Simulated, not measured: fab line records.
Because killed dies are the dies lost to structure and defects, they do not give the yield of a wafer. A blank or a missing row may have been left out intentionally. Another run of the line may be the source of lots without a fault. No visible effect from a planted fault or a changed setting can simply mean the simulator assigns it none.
fab line records + flow nand_harc
[record]
- lots = 11
- wafers = 33
- last_day = 34
route steps=1302 shown A_ONON_D1@447 A_CHANNEL_HOLE_D1@466 END@1302
lots that met no fault: taken from a fault-free run of the same line
start_h: hours from the record's opening day to when the first of the lot's shown wafers began + wait_h: hours elapsed since this lot's preceding step + " same as the row above + L1.1+2: several wafers, shown together as one row + - value missing, or start not given + * or withheld: withheld + < > ~ a bound
route shown NAME@n: a module of which the file shows steps, and the number in the route of the first + usual: the fault-free wafers' mean and standard deviation + same: alike in all rows + chamber/n: place in a boat + sites: the reading at each site + _std_site: the standard deviation of these + _edge_site: mean of outer sites minus mean of inner sites + radius_mm: for every site, how far away it sits from the centre of the wafer + mask NAME#n: copy n + behind: the tool/chamber that last shaped the wafer + hold: why the lot went on hold/how many hours it stayed there/how the hold came to an end + device: the transistor (n, p or np) that didn't switch + end of line: the tests these same wafers got at the end of their route + step lacking rows: just its recipe + killed: count of dies lost to structure and defects at first sort (not the wafer's yield) + map: the dies of a wafer, with x for killed, . for not killed, _ for no die there
set.NAME: the setting that was run; set.NAME@STEP: the one run at that earlier step + model.NAME: the simulator's own value behind a step, which no gauge read
route steps across a sampled set of lots; one table per step, one row per wafer
services: from which hour (start_h, from the record's first day; less than 0 if before it) a tool's chamber was out of use, for how many hours, and why
[[steps]]
[step NHARC_A_ONON_D1_THK_MEAS_34]
[recipe]
- thk_meas_gauge = ellipsometry
[usual]
- thk_nm = 199.8/2.7
| lot.wafer | tool          | chamber | start_h | wait_h | thk_nm |
|-----------|---------------|---------|---------|--------|--------|
| L372.1    | film_metro-02 | -       | 173.18  | -      | 195.8  |
| L372.2    | "             | -       | "       | "      | 195.9  |
| L372.3    | "             | -       | "       | "      | 195.7  |
| L373.2    | film_metro-01 | -       | 182.84  | -      | 198.3  |
| L373.3    | "             | -       | "       | "      | 198.9  |
| L373.6    | "             | -       | "       | "      | 202.7  |
| L376.3    | film_metro-01 | -       | 211.87  | -      | 198.6  |
| L376.5    | "             | -       | "       | "      | 202.6  |
| L376.6    | "             | -       | "       | "      | 202.3  |
| L377.1    | film_metro-02 | -       | 220.08  | -      | 197.8  |
| L377.5    | "             | -       | "       | "      | 198.4  |
| L377.6    | "             | -       | "       | "      | 200.1  |
| L378.1    | film_metro-02 | -       | 236.48  | -      | 195.5  |
| L378.4    | "             | -       | "       | "      | 201.6  |
| L378.5    | "             | -       | "       | "      | 200.0  |
| L380.2    | film_metro-01 | -       | 262.16  | -      | 198.8  |
| L380.3    | "             | -       | "       | "      | 198.7  |
| L380.5    | "             | -       | "       | "      | 200.5  |
| L387.1    | film_metro-02 | -       | 321.09  | -      | 199.8  |
| L387.3    | "             | -       | "       | "      | 200.6  |
| L387.5    | "             | -       | "       | "      | 200.2  |
| L388.3    | film_metro-01 | -       | 333.72  | -      | 199.9  |
| L388.4    | "             | -       | "       | "      | 203.6  |
| L388.5    | "             | -       | "       | "      | 202.6  |
| L391.1    | film_metro-01 | -       | 364.95  | -      | 198.5  |
| L391.4    | "             | -       | "       | "      | 202.1  |
| L391.5    | "             | -       | "       | "      | 201.0  |
| L392.1    | film_metro-01 | -       | 376.36  | -      | 197.4  |
| L392.3    | "             | -       | "       | "      | 200.4  |
| L392.4    | "             | -       | "       | "      | 203.3  |
| L395.1    | film_metro-01 | -       | 412.98  | -      | 196.0  |
| L395.2    | "             | -       | "       | "      | 201.7  |
| L395.4    | "             | -       | "       | "      | 200.5  |
[step NHARC_A_CHANNEL_HOLE_D1_ETCH_38]
[recipe]
- target_depth_a = 390
- over_etch_frac = 0.3
- time_s = 65
- ion_energy_ev = 80
- cf4_flow_sccm = 150
- ar_flow_sccm = 0
- rf_w = 300
- bias_w = 100
- chemistry = CF4
[usual]
- drypump_motor_current_A = 5.6/0.38
- mfc_ar_sccm = 0.007/0.0084
- oes_product_au = 1.002/0.0059
- rf_vpp_V = 151.2/1.3
- run_length_s = 86.6/0.39
- showerhead_plenum_p_Torr = 1.76/0.078
- throttle_valve_pct = 13.283/0.0089
[same]
- over_etch_frac = 0.3
| lot.wafer | tool        | chamber | start_h | wait_h | drypump_motor_current_A | mfc_ar_sccm | oes_product_au | rf_hours_counter_h | rf_vpp_V | run_length_s | showerhead_plenum_p_Torr | throttle_valve_pct |
|-----------|-------------|---------|---------|--------|-------------------------|-------------|----------------|--------------------|----------|--------------|--------------------------|--------------------|
| L372.1    | rie_diel-08 | 3       | 177.25  | 0.1    | 5.6                     | 0.017       | 1.005          | 14                 | 152.5    | 86.8         | 1.86                     | 13.282             |
| L372.2    | "           | 0       | "       | "      | 5.4                     | 0           | 0.997          | 14                 | 151.1    | 86.2         | 1.67                     | 13.282             |
| L372.3    | "           | 1       | "       | "      | 5.9                     | 0.016       | 1.002          | 15                 | 151.9    | 86.5         | 1.69                     | 13.289             |
| L373.2    | rie_diel-08 | 0       | 185.86  | 0.1    | 5.4                     | 0           | 1.003          | 15                 | 150.7    | 86.1         | 1.67                     | 13.277             |
| L373.3    | "           | 2       | "       | "      | 5.0                     | 0           | 1.001          | 16                 | 151.7    | 86.0         | 1.81                     | 13.278             |
| L373.6    | "           | 3       | "       | "      | 5.6                     | 0.017       | 1.000          | -                  | 153.1    | 87.1         | 1.86                     | 13.291             |
| L376.3    | rie_diel-08 | 1       | 214.93  | 0.1    | 5.9                     | 0.016       | 0.995          | 1                  | 150.3    | 86.5         | 1.69                     | 13.290             |
| L376.5    | "           | 3       | "       | "      | 5.6                     | 0.017       | 0.991          | -                  | 153.3    | 87.0         | 1.86                     | 13.276             |
| L376.6    | "           | 0       | "       | "      | 5.4                     | 0           | 0.995          | -                  | 151.6    | 86.0         | 1.67                     | 13.286             |
| L377.1    | rie_diel-08 | 0       | 223.45  | 0.1    | 5.4                     | 0           | 1.009          | 2                  | 150.9    | 86.3         | 1.67                     | 13.277             |
| L377.5    | "           | 0       | "       | "      | 5.4                     | 0           | 1.004          | -                  | 150.3    | 85.9         | 1.67                     | 13.271             |
| L377.6    | "           | 1       | "       | "      | 5.9                     | 0.016       | 1.002          | -                  | 149.2    | 86.6         | 1.69                     | 13.271             |
| L378.1    | rie_diel-08 | 1       | 239.43  | 0.1    | 5.9                     | 0.016       | 1.011          | 4                  | 149.2    | 86.4         | 1.69                     | 13.279             |
| L378.5    | "           | 1       | "       | "      | 5.9                     | 0.016       | 1.002          | -                  | 149.3    | 86.8         | 1.69                     | 13.282             |
| L378.4    | "           | 3       | "       | "      | 5.6                     | 0.017       | 1.001          | -                  | 152.4    | 87.5         | 1.86                     | 13.284             |
| L380.2    | rie_diel-08 | 1       | 265.22  | 0.1    | 5.9                     | 0.016       | 1.003          | 6                  | 151.1    | 86.5         | 1.69                     | 13.287             |
| L380.3    | "           | 0       | "       | "      | 5.4                     | 0           | 0.988          | 7                  | 149.2    | 86.6         | 1.67                     | 13.287             |
| L380.5    | "           | 2       | "       | "      | 5.0                     | 0           | 1.009          | -                  | 152.5    | 86.0         | 1.81                     | 13.282             |
| L387.1    | rie_diel-08 | 3       | 324.77  | 0.1    | 5.6                     | 0.017       | 1.002          | 11                 | 153.2    | 87.0         | 1.86                     | 13.289             |
| L387.3    | "           | 0       | "       | "      | 5.4                     | 0           | 1.006          | 11                 | 149.5    | 86.7         | 1.67                     | 13.273             |
| L387.5    | "           | 1       | "       | "      | 5.9                     | 0.016       | 0.999          | -                  | 150.4    | 86.8         | 1.69                     | 13.289             |
| L388.3    | rie_diel-08 | 3       | 338.11  | 0.1    | 5.6                     | 0.017       | 1.002          | 12                 | 152.8    | 87.2         | 1.86                     | 13.290             |
| L388.4    | "           | 2       | "       | "      | 5.0                     | 0           | 1.014          | 11                 | 151.9    | 86.0         | 1.81                     | 13.283             |
| L388.5    | "           | 0       | "       | "      | 5.4                     | 0           | 1.009          | -                  | 151.0    | 69.3         | 1.67                     | 13.285             |
| L391.4    | rie_diel-04 | 0       | 371.74  | 0.1    | 5.4                     | 0.010       | 1.005          | 1                  | 149.2    | 86.7         | 1.73                     | 13.278             |
| L391.1    | "           | 1       | "       | "      | 6.4                     | 0.005       | 0.991          | 1                  | 152.4    | 86.7         | 1.77                     | 13.275             |
| L391.5    | "           | 1       | "       | "      | 6.4                     | 0.005       | 1.009          | -                  | 150.7    | 87.3         | 1.77                     | 13.281             |
| L392.1    | rie_diel-04 | 1       | 382.32  | 0.1    | 6.3                     | 0.005       | 1.005          | 5                  | 151.0    | 87.3         | 1.77                     | 13.280             |
| L392.4    | "           | 2       | "       | "      | 6.0                     | 0.033       | 1.003          | 5                  | 150.5    | 86.6         | 1.68                     | 13.283             |
| L392.3    | "           | 3       | "       | "      | 5.7                     | 0           | 0.997          | 7                  | 150.3    | 87.0         | 1.67                     | 13.298             |
| L395.1    | rie_diel-10 | 2       | 416.08  | 0.1    | 6.4                     | 0.012       | 1.012          | 59                 | 150.7    | 87.2         | 1.70                     | 13.277             |
| L395.2    | "           | 1       | "       | "      | 5.8                     | 0.000       | 1.002          | 54                 | 153.6    | 86.4         | 1.87                     | 13.296             |
| L395.4    | "           | 1       | "       | "      | 5.8                     | 0.000       | 1.004          | -                  | 152.3    | 86.3         | 1.87                     | 13.276             |
[step NHARC_A_CHANNEL_HOLE_D1_ETCH_34]
[recipe]
- target_depth_a = 1540
- time_s = 77
- cf4_flow_sccm = 100
- chf3_flow_sccm = 30
- ar_flow_sccm = 0
- rf_w = 500
- bias_w = 200
- chemistry = CF4/CHF3
[usual]
- drypump_motor_current_A = 5.6/0.37
- mfc_ar_sccm = 0.007/0.0084
- oes_product_au = 0.950/0.024
- rf_vpp_V = 370.2/2.5
- run_length_s = 98.6/0.39
- showerhead_plenum_p_Torr = 1.56/0.07
- throttle_valve_pct = 16.802/0.0089
| lot.wafer | tool        | chamber | start_h | wait_h | drypump_motor_current_A | mfc_ar_sccm | oes_product_au | rf_hours_counter_h | rf_vpp_V | run_length_s | showerhead_plenum_p_Torr | throttle_valve_pct |
|-----------|-------------|---------|---------|--------|-------------------------|-------------|----------------|--------------------|----------|--------------|--------------------------|--------------------|
| L372.2    | rie_diel-08 | 2       | -       | -      | 5.0                     | 0           | 0.911          | 15                 | 371.5    | 98.0         | 1.62                     | 16.803             |
| L372.3    | "           | 3       | "       | "      | 5.6                     | 0.017       | 0.914          | 15                 | 374.4    | 99.1         | 1.66                     | 16.808             |
| L372.1    | "           | 0       | "       | "      | 5.4                     | 0           | 0.921          | 14                 | 365.5    | 97.9         | 1.49                     | 16.808             |
| L373.3    | rie_diel-08 | 1       | -       | -      | 5.9                     | 0.016       | 0.923          | 16                 | 369.4    | 98.8         | 1.50                     | 16.808             |
| L373.2    | "           | 3       | "       | "      | 5.6                     | 0.017       | 0.914          | 16                 | 373.8    | 99.0         | 1.66                     | 16.816             |
| L373.6    | "           | 2       | "       | "      | 5.0                     | 0           | 0.921          | -                  | 372.1    | 98.2         | 1.62                     | 16.807             |
| L376.3    | rie_diel-08 | 2       | -       | -      | 5.0                     | 0           | 0.965          | 1                  | 371.8    | 98.3         | 1.61                     | 16.814             |
| L376.6    | "           | 3       | "       | "      | 5.6                     | 0.017       | 0.969          | -                  | 373.6    | 98.7         | 1.66                     | 16.805             |
| L376.5    | "           | 0       | "       | "      | 5.4                     | 0           | 0.975          | -                  | 369.2    | 98.1         | 1.49                     | 16.806             |
| L377.1    | rie_diel-08 | 1       | -       | -      | 5.9                     | 0.016       | 0.981          | 2                  | 368.3    | 99.1         | 1.50                     | 16.794             |
| L377.5    | "           | 3       | "       | "      | 5.6                     | 0.017       | 0.957          | -                  | 372.7    | 98.8         | 1.66                     | 16.788             |
| L377.6    | "           | 0       | "       | "      | 5.4                     | 0           | 0.980          | -                  | 368.1    | 98.1         | 1.49                     | 16.786             |
| L378.1    | rie_diel-08 | 3       | -       | -      | 5.6                     | 0.017       | 0.959          | 4                  | 373.8    | 99.4         | 1.66                     | 16.802             |
| L378.4    | "           | 1       | "       | "      | 5.9                     | 0.016       | 0.977          | -                  | 367.2    | 98.7         | 1.50                     | 16.816             |
| L378.5    | "           | 3       | "       | "      | 5.6                     | 0.017       | 0.964          | -                  | 375.2    | 99.2         | 1.66                     | 16.809             |
| L380.3    | rie_diel-08 | 3       | -       | -      | 5.6                     | 0.017       | 0.920          | 7                  | 373.6    | 99.1         | 1.66                     | 16.797             |
| L380.2    | "           | 2       | "       | "      | 4.9                     | 0           | 0.926          | 5                  | 371.5    | 98.5         | 1.61                     | 16.798             |
| L380.5    | "           | 0       | "       | "      | 5.4                     | 0           | 0.927          | -                  | 368.3    | 98.1         | 1.49                     | 16.803             |
| L387.3    | rie_diel-08 | 0       | -       | -      | 5.4                     | 0           | 0.924          | 11                 | 368.0    | 97.9         | 1.48                     | 16.796             |
| L387.1    | "           | 1       | "       | "      | 5.9                     | 0.016       | 0.933          | 11                 | 369.2    | 98.5         | 1.50                     | 16.808             |
| L387.5    | "           | 3       | "       | "      | 5.6                     | 0.017       | 0.924          | -                  | 373.6    | 98.8         | 1.66                     | 16.806             |
| L388.3    | rie_diel-08 | 1       | -       | -      | 5.9                     | 0.016       | 0.928          | 12                 | 368.4    | 98.5         | 1.50                     | 16.788             |
| L388.4    | "           | 2       | "       | "      | 5.0                     | 0           | 0.934          | 11                 | 371.8    | 98.1         | 1.61                     | 16.796             |
| L388.5    | "           | 0       | "       | "      | 5.4                     | 0           | 0.941          | -                  | 367.4    | 98.5         | 1.48                     | 16.795             |
| L391.1    | rie_diel-04 | 3       | -       | -      | 5.7                     | 0           | 0.971          | 1                  | 368.8    | 98.4         | 1.49                     | 16.796             |
| L391.4    | "           | 0       | "       | "      | 5.4                     | 0.010       | 0.967          | 1                  | 369.4    | 98.4         | 1.54                     | 16.802             |
| L391.5    | "           | 0       | "       | "      | 5.4                     | 0.010       | 0.969          | -                  | 370.1    | 99.1         | 1.54                     | 16.805             |
| L392.3    | rie_diel-04 | 1       | -       | -      | 6.4                     | 0.005       | 0.965          | 5                  | 370.9    | 99.0         | 1.57                     | 16.787             |
| L392.1    | "           | 2       | "       | "      | 6.0                     | 0.033       | 0.967          | 5                  | 367.5    | 98.7         | 1.50                     | 16.795             |
| L392.4    | "           | 3       | "       | "      | 5.7                     | 0           | 0.979          | 7                  | 367.7    | 98.5         | 1.49                     | 16.806             |
| L395.2    | rie_diel-10 | 1       | -       | -      | 5.8                     | 0.000       | 0.920          | 54                 | 372.6    | 98.7         | 1.67                     | 16.806             |
| L395.1    | "           | 2       | "       | "      | 6.3                     | 0.012       | 0.920          | 59                 | 369.4    | 99.3         | 1.51                     | 16.790             |
| L395.4    | "           | 3       | "       | "      | 5.4                     | 0           | 0.923          | -                  | 372.2    | 98.4         | 1.59                     | 16.799             |
[step NHARC_A_CHANNEL_HOLE_D1_ETCH_20]
[recipe]
- bias_v = 3000
- source_w = withheld
- pressure_mtorr = 20
- time_s = 361.9
- ar_flow_sccm = 375
- c4f8_flow_sccm = 89.3
- o2_flow_sccm = 35.7
- temp_c = -20
- target_depth_a = 16000
- chemistry = C4F8/O2/Ar
[usual]
- c4f8_flow_sccm = 89.32/0.28
- drypump_motor_current_A = 5.5/0.46
- mfc_ar_sccm = 375.0/1.3
- run_length_s = 346.9/0
- showerhead_plenum_p_Torr = 3.64/0.073
- throttle_valve_pct = 32.154/0.009
| lot.wafer | tool        | chamber | start_h | wait_h | c4f8_flow_sccm | drypump_motor_current_A | mfc_ar_sccm | rf_hours_counter_h | run_length_s | showerhead_plenum_p_Torr | throttle_valve_pct |
|-----------|-------------|---------|---------|--------|----------------|-------------------------|-------------|--------------------|--------------|--------------------------|--------------------|
| L372.2    | har_etch-02 | 1       | 178.51  | 0.1    | 89.76          | 6.1                     | 376.2       | 290                | 346.9        | 3.65                     | 32.161             |
| L372.1    | "           | 0       | "       | "      | 89.35          | 4.9                     | 373.7       | 290                | 346.9        | 3.61                     | 32.145             |
| L372.3    | "           | 1       | "       | "      | 89.87          | 6.1                     | 375.3       | -                  | 346.9        | 3.65                     | 32.160             |
| L373.2    | har_etch-02 | 0       | 187.12  | 0.1    | 89.90          | 4.9                     | 374.3       | 297                | 346.9        | 3.61                     | 32.153             |
| L373.3    | "           | 1       | "       | "      | 89.57          | 6.1                     | 376.5       | -                  | 346.9        | 3.64                     | 32.183             |
| L373.6    | "           | 0       | "       | "      | 89.45          | 4.9                     | 374.7       | -                  | 346.9        | 3.61                     | 32.139             |
| L376.3    | har_etch-01 | 1       | 216.22  | 0.2    | 89.02          | 5.2                     | 375.1       | -                  | 346.9        | 3.72                     | 32.151             |
| L376.6    | "           | 1       | "       | "      | 88.65          | 5.2                     | 375.3       | -                  | 346.9        | 3.72                     | 32.151             |
| L376.5    | "           | 0       | "       | "      | 88.94          | 5.7                     | 374.8       | -                  | 346.9        | 3.66                     | 32.153             |
| L377.1    | har_etch-02 | 1       | 225.28  | 0.1    | 89.69          | 6.1                     | 374.9       | 316                | 346.9        | 3.63                     | 32.157             |
| L377.5    | "           | 0       | "       | "      | 89.44          | 4.9                     | 375.6       | -                  | 346.9        | 3.60                     | 32.153             |
| L377.6    | "           | 1       | "       | "      | 89.45          | 6.1                     | 374.8       | -                  | 346.9        | 3.63                     | 32.169             |
| L378.1    | har_etch-02 | 0       | 244.87  | 0.1    | 88.95          | 4.9                     | 375.2       | 332                | 346.9        | 3.59                     | 32.153             |
| L378.4    | "           | 0       | "       | "      | 88.85          | 4.9                     | 375.1       | -                  | 346.9        | 3.59                     | 32.137             |
| L378.5    | "           | 1       | "       | "      | 89.57          | 6.1                     | 373.8       | -                  | 346.9        | 3.62                     | 32.149             |
| L380.2    | har_etch-02 | 0       | 266.47  | 0.1    | 89.78          | 5.0                     | 374.8       | 343                | 346.9        | 3.58                     | 32.152             |
| L380.3    | "           | 0       | "       | "      | 89.52          | 5.0                     | 374.5       | -                  | 346.9        | 3.58                     | 32.156             |
| L380.5    | "           | 0       | "       | "      | 89.06          | 4.9                     | 376.8       | -                  | 346.9        | 3.58                     | 32.148             |
| L387.1    | har_etch-01 | 1       | 326.01  | 0.1    | 89.36          | 5.2                     | 375.4       | 157                | 346.9        | 3.69                     | 32.163             |
| L387.3    | "           | 1       | "       | "      | 89.63          | 5.2                     | 375.4       | -                  | 346.9        | 3.69                     | 32.168             |
| L387.5    | "           | 0       | "       | "      | 89.15          | 5.6                     | 375.4       | -                  | 346.9        | 3.63                     | 32.146             |
| L388.4    | har_etch-01 | 1       | 339.42  | 0.2    | 89.09          | 5.2                     | 373.1       | -                  | 346.9        | 3.68                     | 32.164             |
| L388.3    | "           | 0       | "       | "      | 89.31          | 5.7                     | 374.6       | -                  | 346.9        | 3.62                     | 32.149             |
| L388.5    | "           | 0       | "       | "      | 89.31          | 5.6                     | 376.0       | -                  | 346.9        | 3.62                     | 32.144             |
| L391.1    | har_etch-01 | 1       | 372.95  | 0.1    | 89.66          | 5.2                     | 374.6       | 183                | 346.9        | 3.68                     | 32.149             |
| L391.4    | "           | 1       | "       | "      | 89.24          | 5.2                     | 377.4       | -                  | 346.9        | 3.68                     | 32.151             |
| L391.5    | "           | 0       | "       | "      | 89.24          | 5.6                     | 374.6       | -                  | 346.9        | 3.61                     | 32.148             |
| L392.1    | har_etch-01 | 1       | 387.07  | 0.1    | 89.09          | 5.3                     | 376.0       | 195                | 346.9        | 3.67                     | 32.140             |
| L392.3    | "           | 0       | "       | "      | 88.90          | 5.7                     | 372.4       | -                  | 346.9        | 3.61                     | 32.176             |
| L392.4    | "           | 1       | "       | "      | 88.89          | 5.2                     | 375.6       | -                  | 346.9        | 3.67                     | 32.149             |
| L395.2    | har_etch-02 | 0       | 417.48  | 0.1    | 89.28          | 4.9                     | 374.8       | 15                 | 346.9        | 3.92                     | 32.143             |
| L395.1    | "           | 1       | "       | "      | 89.15          | 6.1                     | 374.5       | 15                 | 346.9        | 3.92                     | 32.159             |
| L395.4    | "           | 1       | "       | "      | 89.19          | 6.1                     | 375.0       | -                  | 346.9        | 3.92                     | 32.153             |
[step NHARC_END_SORT_01]
[recipe]
- temp_c = 25
[usual]
- killed_at_array = 63/18
- killed_at_other = 1.1/1.3
- killed_at_periphery = 4.3/2.8
- killed_dies = 68/18
- killed_open = 3.3/2
- killed_short = 2.4/1.6
[same]
- gross_dies = 677
| lot.wafer | tool      | chamber | start_h | wait_h | killed_at_array | killed_at_other | killed_at_periphery | killed_dies | killed_open | killed_short |
|-----------|-----------|---------|---------|--------|-----------------|-----------------|---------------------|-------------|-------------|--------------|
| L380.3    | prober-01 | 0       | 738.35  | 3.1    | 52              | 5               | 3                   | 60          | 2           | 3            |
| L380.5    | prober-01 | 0       | 739.95  | 3.7    | 65              | 0               | 2                   | 67          | 3           | 2            |
| L388.5    | prober-01 | 0       | 755.60  | 3.8    | 57              | 1               | 10                  | 68          | 3           | 3            |
// killed by level:class
L380.3 A_CHANNEL_HOLE_D1:chamber_film_flake=32 A_CHANNEL_HOLE_D2:chamber_film_flake=7 THIN_TSV:chamber_film_flake=5 A_CONTACT:chamber_film_flake=4 A_M0:chamber_film_flake=2 P_CONTACT:geometric_particle:open=1 A_ONON_D2:geometric_particle:short=1 A_CHANNEL_FILL_D2:geometric_particle:short=1
L380.5 A_CHANNEL_HOLE_D1:chamber_film_flake=33 A_CHANNEL_HOLE_D2:chamber_film_flake=18 A_CONTACT:chamber_film_flake=5 A_CHANNEL_FILL_D2:geometric_particle:short=2 A_CHANNEL_FILL_D2:geometric_particle:open=2 A_CHANNEL_FILL_D1:chamber_film_flake=2 A_WL_FILL:geometric_particle:open=1 P_ZERO_WELL:chamber_film_flake=1
L388.5 A_CHANNEL_HOLE_D2:chamber_film_flake=18 A_CHANNEL_HOLE_D1:area_etch=18 P_CONTACT:chamber_film_flake=9 A_CHANNEL_HOLE_D1:chamber_film_flake=7 A_CONTACT:chamber_film_flake=4 A_CHANNEL_FILL_D1:chamber_film_flake=2 A_ONON_D1:geometric_particle:open=1 A_CHANNEL_FILL_D1:geometric_particle:open=1
[[services]]
| tool        | chamber | start_h | hours | kind       |
|-------------|---------|---------|-------|------------|
| rie_diel-08 | 0       | 169.84  | -     | clean      |
| rie_diel-08 | 1       | 169.84  | -     | clean      |
| rie_diel-08 | 2       | 169.84  | -     | clean      |
| rie_diel-08 | 3       | 169.84  | -     | clean      |
| rie_diel-04 | -       | 178.03  | 9.0   | pm         |
| rie_diel-08 | -       | 190.84  | 9.0   | pm         |
| rie_diel-08 | 0       | 190.84  | 9.0   | vent_cycle |
| rie_diel-10 | 0       | 223.34  | 2.7   | repair     |
| rie_diel-08 | 1       | 224.02  | 5.3   | repair     |
| rie_diel-08 | -       | 225.23  | 0.6   | repair     |
| rie_diel-08 | 2       | 229.07  | 11.2  | repair     |
| har_etch-01 | -       | 232.96  | 12.0  | repair     |
| rie_diel-10 | -       | 242.52  | 9.0   | pm         |
| rie_diel-08 | 3       | 243.09  | 5.8   | repair     |
| rie_diel-04 | 0       | 247.88  | 22.6  | repair     |
| rie_diel-04 | 0       | 278.73  | 4.4   | repair     |
| rie_diel-08 | 0       | 313.17  | 4.6   | repair     |
| rie_diel-10 | 0       | 318.55  | 4.5   | repair     |
| rie_diel-04 | -       | 355.03  | 9.0   | pm         |
| rie_diel-08 | -       | 367.84  | 9.0   | pm         |
| har_etch-02 | -       | 377.50  | 17.0  | pm         |
| rie_diel-10 | 1       | 378.57  | 7.1   | repair     |
| rie_diel-08 | 0       | 390.75  | 2.5   | repair     |
| rie_diel-10 | 0       | 408.18  | 57.3  | repair     |
[[key]]
[first_sign]
- step = NHARC_A_CHANNEL_HOLE_D1_ETCH_38
- reading = run_length_s
- direction = down
- sigmas = 45
- usual = *
- struck = *
effect none on later readings
met_at NHARC_A_CHANNEL_HOLE_D1_ETCH_38
struck_lots L388
struck_wafers L388.5
tester_left_out L388
not_acting_at NHARC_A_ONON_D1_THK_MEAS_34,NHARC_A_CHANNEL_HOLE_D1_ETCH_34,NHARC_A_CHANNEL_HOLE_D1_ETCH_20
onset_between 324.77 338.11
[fault]
- kind = process_parameter_drift
- tool = rie_diel-08
- chamber = 0
- onset_h = 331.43
- steps = NHARC_A_CHANNEL_HOLE_D1_ETCH_38
- channel = time_s
- offset = *
- shape = step
- end_h = 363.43
- acts_in = *
- stated = *
// tester_left_out: of these lots the tester's yield and bins aren't shown, on N5 and GAA mostly nor the transistor test; their killed dies are dies lost to structure and defects alone, not to doping, threshold or leakage, so they don't give the yield
